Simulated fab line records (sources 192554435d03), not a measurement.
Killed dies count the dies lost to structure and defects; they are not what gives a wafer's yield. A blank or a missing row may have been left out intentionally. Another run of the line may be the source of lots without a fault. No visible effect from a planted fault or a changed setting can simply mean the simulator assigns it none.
Split-lot trial    flow n5-finfet    on a route of 1938 steps: 7 lots, 21 wafers read

== THE SPLIT ==
At N5_SDB_CUT_ETCH_26 (etches Si in HBr/Cl2/O2, target depth 129.6 nm, bt time 20 s, time 51.8 s), the setting icp-w was moved away from the recipe's 800 W on 6 of the 21 wafers read, by -14.9% to +17.2%. All remaining wafers had this setting at the recipe value.

The split's own step is where the reading is taken.

== THE READING ==
etch.depth-nm (the simulator's own value, which no gauge read), in nm, at N5_SDB_CUT_ETCH_26 (etches Si in HBr/Cl2/O2, target depth 129.6 nm, bt time 20 s, time 51.8 s). The file gives no usual value for it. Here, 15 wafers ran the recipe; their average is 129.2 nm with a standard deviation of 1.3 nm.

wafer   tool, chamber at the split  icp-w as run, W  against the recipe  etch.depth-nm, nm  against lot-mates on the recipe
L075.2  rie-si-05, 1                800              recipe              127.8              -
L075.4  rie-si-05, 0                800              recipe              128.4              -
L075.5  rie-si-05, 2                800              recipe              127.5              -
L077.1  rie-si-05, 2                800              recipe              128.2              -
L077.2  rie-si-05, 0                692.5            -13.4%              119.8              -8.5
L077.3  rie-si-05, 3                800              recipe              128.3              -
L080.1  rie-si-05, 1                680.7            -14.9%              119.8              -9.4
L080.3  rie-si-05, 2                680.7            -14.9%              119.6              -9.6
L080.6  rie-si-05, 3                800              recipe              129.2              -
L083.2  rie-si-02, 1                800              recipe              130.7              -
L083.4  rie-si-02, 0                800              recipe              127.7              -
L083.5  rie-si-02, 1                800              recipe              132                -
L085.3  rie-si-02, 0                695.9            -13.0%              119.9              -9.9
L085.5  rie-si-02, 1                800              recipe              131                -
L085.6  rie-si-02, 3                800              recipe              128.6              -
L090.2  rie-si-05, 0                800              recipe              128.9              -
L090.5  rie-si-05, 0                800              recipe              128.9              -
L090.6  rie-si-05, 1                706              -11.8%              122.3              -6.6
L091.2  rie-si-01, 0                800              recipe              129.9              -
L091.3  rie-si-01, 3                800              recipe              130.4              -
L091.4  rie-si-01, 2                937.4            +17.2%              140.4              +10.2

THE FIT
A straight line over all 21 wafers: etch.depth-nm changes by +0.654 nm for each +1% of icp-w; r = +0.97; the points scatter about the line by 1.2 nm.
The same after taking each lot's own level away (the mean of its wafers on the recipe; 21 wafers): +0.632 nm for each +1%; r = +0.98; scatter 0.94 nm.
That fit puts the effect of the largest move of icp-w on the reading at 11 nm.
Across the lots, their own levels run from 127.90 to 130.15 nm, a range of 1.7 times the standard deviation given above.
So the lot-to-lot level changes the slope little: the two slopes agree.
Check: +11.1 nm against its lot-mates is what the line predicts for one of the wafers moved furthest among these (+17.2%) when that wafer is left out of the fit. It came out at +10.2 nm against them.

== ADDITIONAL SPLITS CARRIED BY THESE WAFERS ==
These wafers also went through other splits before the reading. Each is held against what the fit with the lots' levels taken away leaves over:
other split on the same wafers        wafers away from the commonest value  r with etch.depth-nm (lot level and that fit taken away)
N5_ZERO_LAYER_EXPOSE_08 dose-mj       6                                     -0.13
N5_WELL_APT_COAT_02 spin-rpm          10                                    +0.13
N5_FIN_SAQP_PEB_14 peb-time-s         7                                     -0.06
N5_FIN_SAQP_ETCH_52 source-w          5                                     +0.38
N5_DUMMY_GATE_COAT_28 spin-rpm        7                                     +0.06
N5_SPACER0_ALD_00 ald-cycles          9                                     +0.03
N5_SD_EPI_N_PEB_07 peb-time-s         7                                     +0.05
N5_SD_EPI_P_ETCH_16 target-depth-a    4                                     +0.15
N5_SD_EPI_P_EPI_21 epi-growth-time-s  6                                     +0.10
N5_SDB_ETCH_25 time-s                 6                                     -0.38

== THE WHOLE CHAIN: every reading that the file lists as answering this split, in the file's order ==
step                what it does                                                               reading                                                                change (the file's fit)                r (the file's)
N5_SDB_CUT_ETCH_26  etches Si in HBr/Cl2/O2, target depth 129.6 nm, bt time 20 s, time 51.8 s  SDB.feature-depth-nm (the simulator's own value, which no gauge read)  +0.635 nm for each +1% of the setting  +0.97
N5_SDB_CUT_ETCH_26  etches Si in HBr/Cl2/O2, target depth 129.6 nm, bt time 20 s, time 51.8 s  etch.depth-nm (the simulator's own value, which no gauge read)         +0.635 nm for each +1% of the setting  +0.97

== THE FILE'S OWN FIT ==
etch.depth-nm changes by +0.635 nm for each +1% of icp-w, r = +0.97.
